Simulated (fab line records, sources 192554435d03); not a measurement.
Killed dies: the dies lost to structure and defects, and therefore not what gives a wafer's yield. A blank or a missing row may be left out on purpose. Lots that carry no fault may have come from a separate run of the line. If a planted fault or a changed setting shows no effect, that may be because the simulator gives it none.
fab line records -- flow n5Finfet
record lots=7, wafers=39
route steps=1938 shown GATE_CUT@493
startH: hours from the record's first day to the start of the lot's first wafer shown -- waitH: hours since the lot's step before -- " as in the row above -- L1.1+2: a row that stands for several wafers -- - value missing, or start not given -- * or withheld: withheld -- < > ~ a bound
route shown NAME@n: a module of which the file shows steps, and the number in the route of the first -- usual: average and standard deviation across the fault-free wafers -- same: alike in all rows -- chamber/n: place in a boat -- sites: each site's reading -- _std_site: how widely they spread, as a standard deviation -- _edge_site: the outer-site mean with the inner-site mean subtracted -- radiusMm: how far each site lies from the wafer's centre -- mask NAME#n: copy n -- behind: the tool/chamber that last shaped the wafer -- hold: the reason the lot was held/the length of the hold in hours/how it ended -- device: whichever transistor did not switch (one of n, p or np) -- end of line: tests of these same wafers at the route's end -- a step with no rows: only its recipe -- killed: count of dies lost to structure and defects at first sort (not the wafer's yield) -- map: a wafer's dies, marking killed ones x, the rest . and places with no die _
set.NAME: setting as actually run; set.NAME@STEP: the setting as run at that earlier step -- model.NAME: the simulator's own value behind a step, which no gauge read
lots with deliberately changed settings; one table per step, one row per wafer
## steps
# step N5_GATE_CUT_ETCH_37
# recipe chemistry=N2/H2, target=SOC, targetDepthA=600, overetchA=120, maskMaterial=SiARC, tempC=40, timeS=90, ionEnergyEv=200, pressureMtorr=30, sourceW=840, biasW=150, n2FlowSccm=200, h2FlowSccm=200
# usual rfVppV=524.2/2.4
lot.wafer,tool,chamber,startH,waitH,set.biasW,rfVppV,model.SiARC_of_GATE_CUT_COAT_35.thkNm
L078.1,rieDiel-01,0,108.59,0.0,150,522.7,6
L078.2,rieDiel-01,1,108.59,0.0,150,522.9,6
L078.3,rieDiel-01,2,108.59,0.0,150,520.4,5.8
L078.4,rieDiel-01,3,108.59,0.0,150,522.1,6
L078.5,rieDiel-01,3,108.59,0.0,150,524.1,6
L078.6,rieDiel-01,0,108.59,0.0,150,522.3,6
L080.1,rieDiel-03,1,118.81,0.0,150,521.1,6
L080.2,rieDiel-03,3,118.81,0.0,142.7,509.4,6.2
L080.3,rieDiel-03,0,118.81,0.0,150,524.6,6
L080.4,rieDiel-03,2,118.81,0.0,142.7,511.9,6.2
L080.5,rieDiel-03,3,118.81,0.0,142.7,508.1,6.2
L080.6,rieDiel-03,2,118.81,0.0,150,527.4,6
L086.1,rieDiel-03,2,173.15,0.0,150,527.0,6
L086.2,rieDiel-03,3,173.15,0.0,150,525.3,6
L086.3,rieDiel-03,1,173.15,0.0,157.5,538.8,5.8
L086.4,rieDiel-03,0,173.15,0.0,157.5,539.6,5.8
L086.5,rieDiel-03,2,173.15,0.0,150,527.7,6
L086.6,rieDiel-03,1,173.15,0.0,157.5,536.3,5.8
L089.1,rieDiel-06,2,185.64,0.0,136.8,492.0,6.4
L089.2,rieDiel-06,0,185.64,0.0,136.8,495.3,6.4
L089.3,rieDiel-06,1,185.64,0.0,136.8,497.0,6.6
L089.4,rieDiel-06,3,185.64,0.0,150,524.5,6
L089.5,rieDiel-06,1,185.64,0.0,150,525.9,6
L089.6,rieDiel-06,2,185.64,0.0,150,522.1,6
L093.1,rieDiel-01,2,212.38,0.0,123.8,466.9,6.8
L093.2,rieDiel-01,3,212.38,0.0,150,523.5,6
L093.3,rieDiel-01,1,212.38,0.0,123.8,462.8,7
L093.4,rieDiel-01,0,212.38,0.0,150,520.6,6
L093.5,rieDiel-01,2,212.38,0.0,123.8,467.1,6.8
L093.6,rieDiel-01,3,212.38,0.0,150,523.6,6
L095.3,rieDiel-03,0,221.01,0.0,150,523.1,6.2
L095.5,rieDiel-03,2,221.01,0.0,150,526.8,6.2
L095.6,rieDiel-03,1,221.01,0.0,150,520.2,6
L094.1,rieDiel-01,1,226.78,0.0,150,523.1,6
L094.2,rieDiel-01,2,226.78,0.0,173.7,578.3,5
L094.3,rieDiel-01,0,226.78,0.0,173.7,571.9,5.2
L094.4,rieDiel-01,3,226.78,0.0,150,521.5,6
L094.5,rieDiel-01,3,226.78,0.0,150,521.8,6
L094.6,rieDiel-01,0,226.78,0.0,173.7,569.7,5.4
## key
split step=N5_GATE_CUT_ETCH_37, setting=biasW, stated=150, by=wafer
response step=N5_GATE_CUT_ETCH_37, reading=rfVppV, change=+3.22, per=1%, r=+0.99
response step=N5_GATE_CUT_ETCH_37, reading=model.SiARC_of_GATE_CUT_COAT_35.thkNm, change=-0.0497, per=1%, r=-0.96
